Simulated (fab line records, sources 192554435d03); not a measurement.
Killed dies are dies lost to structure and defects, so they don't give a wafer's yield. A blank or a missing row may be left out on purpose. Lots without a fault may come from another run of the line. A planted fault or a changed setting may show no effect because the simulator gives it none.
Chamber matching | flow n5_finfet | N5_MOL_CONTACT_COAG_ALD_27 on ald_sin-04: 4 sister chambers
The step deposits SiOC, target thk 17 nm, pulse time 1.5 s, time 2720 s. 8 wafers are shown with their chamber, then 7 later ones without.

WAFERS WITH THEIR CHAMBER
wafer  | chamber | heater_power_w (W) | precursor_pulse_height_rel
L393.2 | 2       | 871                | 0.970
L396.1 | 3       | 816                | 1.036
L398.1 | 2       | 881                | 0.996
L406.1 | 0       | 813                | 0.999
L406.3 | 3       | 787                | 1.003
L406.6 | 1       | 778                | 0.994
L410.2 | 1       | 764                | 1.008
L410.3 | 0       | 788                | 1.041

WAFERS WITHOUT THEIR CHAMBER
wafer  | heater_power_w (W) | precursor_pulse_height_rel
L410.5 | 909                | 0.980
L414.3 | 779                | 1.011
L414.5 | 797                | 0.984
L414.6 | 865                | 0.998
L415.1 | 832                | 0.981
L415.2 | 818                | 0.958
L415.6 | 792                | 0.984

WHICH CHAMBER EACH WENT THROUGH
wafer  | from the rows above               | in truth
L410.5 | 2                                 | 2
L414.3 | can't be placed: 1 or 0 or 3      | 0
L414.5 | can't be placed: 3 or 0 or 1      | 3
L414.6 | 2                                 | 2
L415.1 | can't be placed: 3 or 0 or 2 or 1 | 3
L415.2 | can't be placed: 3 or 0 or 1 or 2 | 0
L415.6 | can't be placed: 1 or 0 or 3      | 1
Placed correctly: 2 of 7. Can't be placed from these rows: 5 (the true chamber is among the candidates in 5). Placed wrongly: 0.
How it was worked out, from the rows above alone: a wafer's distance from a chamber is the root of the sum, over the readings, of the square of ((its reading less the chamber's mean) divided by the reading's scatter). The wafer belongs to the nearest chamber; if the next one is less than 2 further off, it can't be placed. A chamber's mean is the mean of its shown wafers. The scatter: the root of (the sum of the squares of (reading less its chamber's mean) over the shown wafers, divided by (wafers less chambers)).
